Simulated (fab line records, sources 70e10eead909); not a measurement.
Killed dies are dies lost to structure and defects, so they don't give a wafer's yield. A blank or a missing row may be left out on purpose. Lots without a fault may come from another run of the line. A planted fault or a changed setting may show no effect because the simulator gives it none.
Which tool did it? | flow nand_harc | 6 lots, 18 wafers sampled, at 5 steps of a route of 1302

WHAT THE GAUGES READ, wafer by wafer
NHARC_END_SORT_01.
lot  | measured     | on        | killed_short
L549 | day 31 10:25 | prober-02 | 5 1 4
L551 | day 31 23:03 | prober-01 | 4 3 1

WHICH TOOL RAN EACH LOT (tool, then ch and the chambers of the sampled wafers, then the start)
lot  | NHARC_P_CONTACT_ETCH_36            | NHARC_THIN_TSV_DEGAS_53      | NHARC_THIN_TSV_PRE_CLEAN_54  | NHARC_THIN_TSV_ETCH_36
L533 | rie_diel-04 ch 0,2,3, day 6 09:51  | pvd_sputter-01, day 24 12:40 | pvd_sputter-01, day 24 12:43 | rie_metal-03 ch 0,1, day 24 14:23
L537 | rie_diel-04 ch 1,2, day 7 21:46    | pvd_sputter-03, day 26 22:29 | pvd_sputter-03, day 26 22:33 | rie_metal-01 ch 0,1, day 27 00:10
L539 | rie_diel-04 ch 0,2, day 9 00:59    | pvd_sputter-02, day 26 21:16 | pvd_sputter-02, day 26 21:22 | rie_metal-03 ch 0,1, day 26 22:58
L549 | rie_diel-13 ch 1,3, day 13 02:41   | pvd_sputter-01, day 30 23:24 | pvd_sputter-01, day 30 23:28 | rie_metal-01 ch 0, day 31 01:07
L551 | rie_diel-13 ch 1,2,3, day 13 22:16 | pvd_sputter-03, day 31 13:01 | pvd_sputter-03, day 31 13:05 | rie_metal-03 ch 0,1, day 31 14:35
L554 | rie_diel-08 ch 1,2, day 15 07:22   | pvd_sputter-02, day 33 12:37 | pvd_sputter-02, day 33 12:43 | rie_metal-02 ch 0,1, day 33 14:19
- NHARC_P_CONTACT_ETCH_36: etches the open film in N2/H2, target depth 260 nm, time 406.25 s.
- NHARC_THIN_TSV_DEGAS_53: time 60 s.
- NHARC_THIN_TSV_PRE_CLEAN_54: time 30 s.
- NHARC_THIN_TSV_ETCH_36: etches the open film in Cl2/BCl3, target depth 65 nm, time 18.571 s.

THE ANSWER, worked out from the rows above alone
Rule: what is usual is taken from the lots themselves. Put in order of their means at a reading, lots are off if they are a third of the lots or fewer, leave a main group of 4 or more, and stand apart from it by a gap of 3 or more times the standard deviation of the main group's means; of several such gaps the widest counts. A main group whose means are all the same, to the digits that the tables above print for the reading, isn't used. A lot without any number at a reading at which 4 lots or more have one is off too. The other lots that the step has rows for count as sound.
No lot is off at any reading shown: from this, nothing can be told.

WHAT THE SIMULATOR HAD PUT IN
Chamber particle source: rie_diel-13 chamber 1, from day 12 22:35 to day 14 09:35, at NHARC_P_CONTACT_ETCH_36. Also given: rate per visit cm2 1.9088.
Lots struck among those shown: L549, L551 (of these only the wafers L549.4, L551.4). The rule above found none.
